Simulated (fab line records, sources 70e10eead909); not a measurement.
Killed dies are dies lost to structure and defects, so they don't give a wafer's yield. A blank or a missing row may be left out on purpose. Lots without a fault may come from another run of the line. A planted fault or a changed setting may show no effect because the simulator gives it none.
Problem report in the 8D (eight disciplines) form, filled by code | flow nand_harc | the parts of the form that need people (team, actions taken, sign-off) are left out

1. THE PROBLEM
killed_at_array at NHARC_END_SORT_01 reads a mean of 671 on 6 wafers of 2 lots; wafers without a fault read 52 with a standard deviation of 18. That is +34 standard deviations from the usual mean.
First seen on wafer L974.1, day 25 12:23, on prober-02. The record holds 6 wafers of 2 lots with a number at this step. Rule for "out", or "out of limits": more than 4 standard deviations from the usual mean. The other wafers with a number count as sound.

2. WHAT IT IS AND WHAT IT IS NOT
question                    | is                           | is not
which readings at this step | killed_at_array, killed_dies | killed_at_other
which lots                  | L974, L975                   | -
which wafers of those lots  | all that have a number       | -
read on which gauges        | prober-02                    | -
when                        | from day 25 12:23            | up to then (0 sound wafers)

3. SUSPECTS, AND WHAT RULES EACH OUT
Counting: a tool at a process step up to the reading stays a suspect if it ran every lot that is out and no sound lot after the first of them.
- the gauge at NHARC_END_SORT_01: kept. All the wafers that are out were read on prober-02, and no step on other tools shows them out.
- lpcvd_poly-04 at NHARC_A_CHANNEL_FILL_D1_CVD_05 (deposits poly-Si, target thk 5 nm): kept. It ran every lot that is out, first L974 (day 11 16:59), and no sound lot after that.
Left after counting: lpcvd_poly-04 at NHARC_A_CHANNEL_FILL_D1_CVD_05, prober-02 at NHARC_END_SORT_01.

4. THE CAUSE (what the simulator had put in)
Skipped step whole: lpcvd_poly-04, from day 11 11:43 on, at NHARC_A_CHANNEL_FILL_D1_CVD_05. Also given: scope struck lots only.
Counting left 2 suspects, and this tool is among them.

5. THE CHAIN OF EFFECTS, in route order
Each row: a reading whose mean over the struck wafers that have a number lies more than 3 standard deviations from the usual. Only readings for which the record gives a usual standard deviation are gone through. hours: the time from each lot's start at the first step in this table that gives one to its start at this step, as a median over the lots. sigmas: the change in usual standard deviations.
hours | step              | reading         | usual | on struck wafers | change | sigmas
0     | NHARC_END_SORT_01 | killed_at_array | 52    | 671              | +619   | +34
0     | NHARC_END_SORT_01 | killed_dies     | 57    | 677              | +620   | +33
Readings that are blank on the struck wafers while sound wafers have them: spike_tc_bottom_C at NHARC_A_CHANNEL_FILL_D1_CVD_05; spike_tc_centre_C at NHARC_A_CHANNEL_FILL_D1_CVD_05; spike_tc_upper_C at NHARC_A_CHANNEL_FILL_D1_CVD_05; zone_power_bottom_pct at NHARC_A_CHANNEL_FILL_D1_CVD_05; zone_power_centre_pct at NHARC_A_CHANNEL_FILL_D1_CVD_05.

6. WHAT WOULD HAVE CAUGHT IT SOONER
In this record the first reading out of limits at a measuring or inspecting step was taken at day 25 12:23, 337 hours after the fault began at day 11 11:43.
At NHARC_A_CHANNEL_FILL_D1_CVD_05 the tool's readings are blank on the struck wafers, where sound wafers have them: an empty tool record is the first sign, and it was there at once.
All the lots that are out (2) had begun NHARC_A_CHANNEL_FILL_D1_CVD_05 on lpcvd_poly-04 by day 25 12:23. A hold on the tool at that time would have spared none of them.
